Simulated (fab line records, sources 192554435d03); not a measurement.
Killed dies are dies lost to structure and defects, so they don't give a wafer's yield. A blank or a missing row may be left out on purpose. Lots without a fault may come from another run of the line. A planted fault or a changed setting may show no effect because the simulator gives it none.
Split-lot experiment | flow n5_finfet | 7 lots, 21 wafers read, on a route of 1938 steps

THE SPLIT
At N5_BEOL_M3_ALD_98 (deposits SiO2, target thk 2.5 nm, pulse time 1 s, co reactant pulse time 1 s), the setting ald_cycles was moved away from the recipe's 17 on 5 of the 21 wafers read, by -11.8% to +17.6%. The other wafers ran this setting at the recipe's value.

The reading is taken at the split's own step.

THE READING
SiO2_of_BEOL_M3_ALD_98.thk_nm (the simulator's own value, which no gauge read), in nm, at N5_BEOL_M3_ALD_98 (deposits SiO2, target thk 2.5 nm, pulse time 1 s, co reactant pulse time 1 s). The file gives no usual value for it. The 16 wafers here that ran the recipe average 2.5 nm, standard deviation 0.097 nm.

wafer  | tool, chamber at the split | ald_cycles as run | against the recipe | SiO2_of_BEOL_M3_ALD_98.thk_nm, nm | against lot-mates on the recipe
L076.1 | ald_sin-01, 2,0            | 17                | recipe             | 2.6                               | -
L076.4 | ald_sin-01, 2,0            | 17                | recipe             | 2.6                               | -
L076.6 | ald_sin-01, 0              | 17                | recipe             | 2.4                               | -
L081.1 | ald_sin-01, 1,0            | 20                | +17.6%             | 3                                 | +0.4
L081.3 | ald_sin-01, 1,0            | 20                | +17.6%             | 3                                 | +0.4
L081.2 | ald_sin-01, 2              | 17                | recipe             | 2.6                               | -
L083.1 | ald_sin-03, 3,0,0          | 17                | recipe             | 2.4                               | -
L083.4 | ald_sin-03, 3,0,0          | 17                | recipe             | 2.4                               | -
L083.5 | ald_sin-03, 3,0,0          | 17                | recipe             | 2.4                               | -
L088.1 | ald_sin-03, 0              | 19                | +11.8%             | 2.8                               | +0.2
L088.2 | ald_sin-03, 1,3            | 17                | recipe             | 2.6                               | -
L088.3 | ald_sin-03, 1,3            | 17                | recipe             | 2.6                               | -
L089.3 | ald_sin-03, 1,2,2          | 17                | recipe             | 2.6                               | -
L089.4 | ald_sin-03, 1,2,2          | 17                | recipe             | 2.6                               | -
L089.6 | ald_sin-03, 1,2,2          | 17                | recipe             | 2.6                               | -
L096.1 | ald_sin-03, 3              | 17                | recipe             | 2.4                               | -
L096.4 | ald_sin-03, 2,1            | 17                | recipe             | 2.6                               | -
L096.6 | ald_sin-03, 2,1            | 17                | recipe             | 2.6                               | -
L097.3 | ald_sin-01, 2,0            | 15                | -11.8%             | 2.2                               | -0.2
L097.4 | ald_sin-01, 2,0            | 15                | -11.8%             | 2.2                               | -0.2
L097.6 | ald_sin-01, 0              | 17                | recipe             | 2.4                               | -
Where a row lists several chambers, the file gives one row for several wafers and doesn't say which wafer went through which chamber.

THE FIT
A straight line over all 21 wafers: SiO2_of_BEOL_M3_ALD_98.thk_nm changes by +0.0267 nm for each +1% of ald_cycles; r = +0.91; the points scatter about the line by 0.089 nm.
The same after taking each lot's own level away (the mean of its wafers on the recipe; 21 wafers): +0.0203 nm for each +1%; r = +0.93; scatter 0.056 nm.
On that fit, the largest move of ald_cycles shifts the reading by 0.36 nm.
The lots' own levels span 2.40 to 2.60 nm, that is 2.1 times the standard deviation above.
So the lot-to-lot level changes the slope: the two fits differ.
Check: with one of the wafers moved furthest among these (+17.6%) left out of the fit, the line predicts +0.347 nm for it against its lot-mates. It came out at +0.4 nm against them.

OTHER SPLITS ON THESE WAFERS
These wafers also went through other splits before the reading. Each is held against what the fit with the lots' levels taken away leaves over:
other split on the same wafers       | wafers away from the commonest value | r with SiO2_of_BEOL_M3_ALD_98.thk_nm (lot level and that fit taken away)
N5_MOL_CONTACT_COAG_COAT_64 spin_rpm | 8                                    | +0.06
N5_BEOL_M0_SAQP_PECVD_03 time_s      | 5                                    | -0.36
N5_BEOL_M0_SAQP_EXPOSE_11 dose_mj    | 5                                    | +0.16
N5_BEOL_M0_ETCH_109 bias_w           | 9                                    | +0.12
N5_BEOL_M1_COAT_62 spin_rpm          | 6                                    | -0.14
N5_BEOL_M1_COAT_73 spin_rpm          | 7                                    | +0.27
N5_BEOL_M2_ALD_98 ald_cycles         | 6                                    | -0.04
N5_BEOL_M2_ETCH_70 bias_w            | 10                                   | -0.02

THE FILE'S OWN FIT
SiO2_of_BEOL_M3_ALD_98.thk_nm changes by +0.02 nm for each +1% of ald_cycles, r = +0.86.
